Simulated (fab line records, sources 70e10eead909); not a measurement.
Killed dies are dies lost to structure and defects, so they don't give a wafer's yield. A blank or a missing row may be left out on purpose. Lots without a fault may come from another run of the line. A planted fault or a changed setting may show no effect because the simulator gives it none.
Which tool did it? | flow nand_harc | 7 lots, 20 wafers sampled, at 3 steps of a route of 1159

WHAT THE GAUGES READ, wafer by wafer
NHARC_P_CONTACT_INSPECT_14.
lot  | measured     | on                | raw_defect_count
L552 | day 5 18:42  | defect_inspect-01 | 4 6 2
L556 | day 6 21:43  | defect_inspect-01 | 3 5 1
L560 | day 7 17:08  | defect_inspect-02 | 3 3 2
L561 | day 8 02:09  | defect_inspect-01 | 2 6 5
L567 | day 9 17:41  | defect_inspect-02 | 7 5
L571 | day 10 14:40 | defect_inspect-01 | 7 1 5
L573 | day 10 23:54 | defect_inspect-02 | 3 3 3

WHICH TOOL RAN EACH LOT (tool, then ch and the chambers of the sampled wafers, then the start)
lot  | NHARC_P_GATE_RTA_82              | NHARC_P_CONTACT_CMP_01
L552 | rtp_anneal-01 ch 0, day 5 16:47  | cmp-03 ch 0,3, day 5 17:44
L556 | rtp_anneal-02 ch 0, day 6 19:43  | cmp-01 ch 0,2,3, day 6 20:49
L560 | rtp_anneal-01 ch 0, day 7 15:12  | cmp-01 ch 2,3, day 7 16:10
L561 | rtp_anneal-02 ch 0, day 8 00:23  | cmp-01 ch 1,2,3, day 8 01:20
L567 | rtp_anneal-01 ch 0, day 9 15:46  | cmp-03 ch 0,3, day 9 16:44
L571 | rtp_anneal-01 ch 0, day 10 12:46 | cmp-03 ch 0,2,3, day 10 13:46
L573 | rtp_anneal-02 ch 0, day 10 21:40 | cmp-04 ch 0,2,3, day 10 22:57
- NHARC_P_GATE_RTA_82: time 30 s.
- NHARC_P_CONTACT_CMP_01: polishes SiO2, target thk 200 nm.

THE ANSWER, worked out from the rows above alone
Rule: what is usual is taken from the lots themselves. Put in order of their means at a reading, lots are off if they are a third of the lots or fewer, leave a main group of 4 or more, and stand apart from it by a gap of 3 or more times the standard deviation of the main group's means; of several such gaps the widest counts. A main group whose means are all the same, to the digits that the tables above print for the reading, isn't used. A lot without any number at a reading at which 4 lots or more have one is off too. The other lots that the step has rows for count as sound.
No lot is off at any reading shown: from this, nothing can be told.

WHAT THE SIMULATOR HAD PUT IN
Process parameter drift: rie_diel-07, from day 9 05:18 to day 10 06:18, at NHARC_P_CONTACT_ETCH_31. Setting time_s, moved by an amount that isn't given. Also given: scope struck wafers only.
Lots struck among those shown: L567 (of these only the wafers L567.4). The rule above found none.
